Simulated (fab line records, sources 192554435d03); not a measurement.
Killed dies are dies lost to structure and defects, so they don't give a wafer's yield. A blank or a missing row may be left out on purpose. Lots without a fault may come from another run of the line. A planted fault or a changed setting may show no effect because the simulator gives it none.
One fault seen from 2 desks | flow n5_finfet | each desk has only its own numbers; what lay behind them comes last

THE METROLOGY DESK
What the gauges read, lot by lot, whatever tool the lot ran on: means of the sampled wafers that have a number. A lot is out of limits, marked OUT, if its mean lies more than 4 standard deviations from the usual mean; the brackets give that distance. Of its 11 readings 7 are shown: those that lie furthest out on some lot.
Columns: A = DIBL_N at N5_BEOL_M4_RC_MEAS_101, usual 37.2 mV/V; B = DIBL_P at N5_BEOL_M4_RC_MEAS_101, usual 37.3 mV/V; C = IOFF_P at N5_BEOL_M4_RC_MEAS_101, usual 0.24 nA/um; D = ION_N at N5_BEOL_M4_RC_MEAS_101, usual 680 uA/um; E = ION_P at N5_BEOL_M4_RC_MEAS_101, usual 466 uA/um; F = SS_P at N5_BEOL_M4_RC_MEAS_101, usual 73.5 mV/dec; G = VT_P at N5_BEOL_M4_RC_MEAS_101, usual -248 mV
lot  | first seen here | A    | B    | C    | D   | E   | F    | G
L711 | day 4 17:41     | 34.6 | 34.5 | 0.20 | 675 | 463 | 73.1 | -250
L714 | day 5 10:06     | 36.9 | 34.5 | 0.18 | 662 | 455 | 72.7 | -253
L715 | day 5 18:59     | 36.5 | 35.8 | 0.25 | 676 | 468 | 73.2 | -248
L718 | day 6 13:53     | 36.4 | 37.4 | 0.23 | 681 | 467 | 73.3 | -249
L730 | day 10 07:59    | 37.2 | 35.7 | 0.21 | 680 | 467 | 73.2 | -249
L731 | day 10 10:31    | 36.7 | 37.6 | 0.22 | 683 | 463 | 74.1 | -250
L728 | day 10 10:53    | 36.1 | 38.5 | 0.25 | 683 | 474 | 73.4 | -247
L732 | day 10 11:49    | 34.0 | 35.7 | 0.21 | 670 | 469 | 72.5 | -250
L733 | day 10 18:37    | 37.8 | 37.3 | 0.26 | 676 | 464 | 73.9 | -247
This desk's finding: nothing out of limits on any of the 9 lots.

THE TOOL OWNER'S DESK: rie_metal-02
The tool's own readings at N5_GATE_CUT_CUT_ETCH_53 (etches W in SF6/Cl2, target depth 79.2 nm): means of the sampled wafers that have a number, for each lot that ran on this tool. A lot is out of limits, marked OUT, if its mean lies more than 4 standard deviations from the usual mean; the brackets give that distance.
Columns: A = drypump_motor_current_A at N5_GATE_CUT_CUT_ETCH_53, usual 5.4 A; B = etch_rf_on_time_s at N5_GATE_CUT_CUT_ETCH_53, usual 26.3 s; C = oes_product_au at N5_GATE_CUT_CUT_ETCH_53, usual 0.70 a.u.; D = throttle_valve_pct at N5_GATE_CUT_CUT_ETCH_53, usual 29.1 %
lot  | first seen here | A   | B               | C    | D
L711 | day 4 18:39     | 5.2 | 25.3            | 0.80 | 28.7
L715 | day 5 19:31     | 5.2 | 25.9            | 0.68 | 29.0
L730 | day 10 08:30    | 5.2 | 31.4 (+10) OUT  | 0.67 | 28.7
L728 | day 10 11:28    | 5.2 | 28.6 (+4.6) OUT | 0.78 | 28.5
This desk's finding: out of limits on L728, L730; first on L730, day 10 08:30 (etch_rf_on_time_s at N5_GATE_CUT_CUT_ETCH_53). In limits: L711, L715.

PUT TOGETHER
The tool owner's desk could have raised an alarm at day 10 08:30, on L728, L730.
The metrology desk saw nothing out of limits.
The metrology desk has L728, L730 on record, within its limits.
Of the lots named, all ran N5_GATE_CUT_CUT_ETCH_53 on rie_metal-02.

WHAT THE SIMULATOR HAD PUT IN
Process parameter drift: rie_metal-02, from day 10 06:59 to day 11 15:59, at N5_GATE_CUT_CUT_ETCH_53. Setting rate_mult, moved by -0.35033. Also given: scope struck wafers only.
Lots struck among those shown: L728, L730.
Hours from the fault's start to each desk's first reading out of limits: the tool owner's desk, 2.
